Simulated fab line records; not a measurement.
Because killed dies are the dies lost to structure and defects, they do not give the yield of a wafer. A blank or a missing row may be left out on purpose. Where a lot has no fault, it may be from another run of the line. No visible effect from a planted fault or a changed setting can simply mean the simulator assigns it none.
Matching of chambers | flow n5-finfet | N5_BEOL_M9_STRIP_36 on rie-diel-04 has 4 sister chambers
The step strips in N2/H2. 8 wafers are shown with their chamber, then 9 later ones without.

## WAFERS WITH THEIR CHAMBER
wafer  | chamber | drypump-motor-current-A (A) | showerhead-plenum-p-Torr (Torr)
L079.1 | 2       | 5.2                         | 2.39
L079.4 | 0       | 6.0                         | 2.47
L086.2 | 2       | 5.2                         | 2.38
L086.4 | 1       | 5.2                         | 2.56
L086.5 | 3       | 5.6                         | 2.42
L092.2 | 0       | 6.0                         | 2.46
L092.3 | 3       | 5.6                         | 2.41
L092.5 | 1       | 5.1                         | 2.55

## WAFERS MISSING THEIR CHAMBER
wafer  | drypump-motor-current-A (A) | showerhead-plenum-p-Torr (Torr)
L096.1 | 6.0                         | 2.45
L096.3 | 5.6                         | 2.41
L096.4 | 5.1                         | 2.55
L097.1 | 5.6                         | 2.41
L097.2 | 6.0                         | 2.45
L097.3 | 5.2                         | 2.70
L097.4 | 5.1                         | 2.55
L097.5 | 5.6                         | 2.41
L097.6 | 5.2                         | 2.70

## WHICH CHAMBER EACH WENT THROUGH
wafer  | from the rows above | in truth
L096.1 | 0                   | 0
L096.3 | 3                   | 3
L096.4 | 1                   | 1
L097.1 | 3                   | 3
L097.2 | 0                   | 0
L097.3 | 1                   | 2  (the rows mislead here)
L097.4 | 1                   | 1
L097.5 | 3                   | 3
L097.6 | 1                   | 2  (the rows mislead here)
Placed correctly: 7 of 9. Number that these rows cannot place: 0. Placed wrongly: 2.
How it was worked out, from the rows above alone: a wafer's distance from a chamber is the root of the sum, over the readings, of the square of ((its reading less the chamber's mean) divided by the reading's scatter). The wafer belongs to the nearest chamber; if the next one is less than 2 further off, it can't be placed. A chamber's mean is the mean of its shown wafers. The scatter: the root of (the sum of the squares of (reading less its chamber's mean) over the shown wafers, divided by (wafers less chambers)).
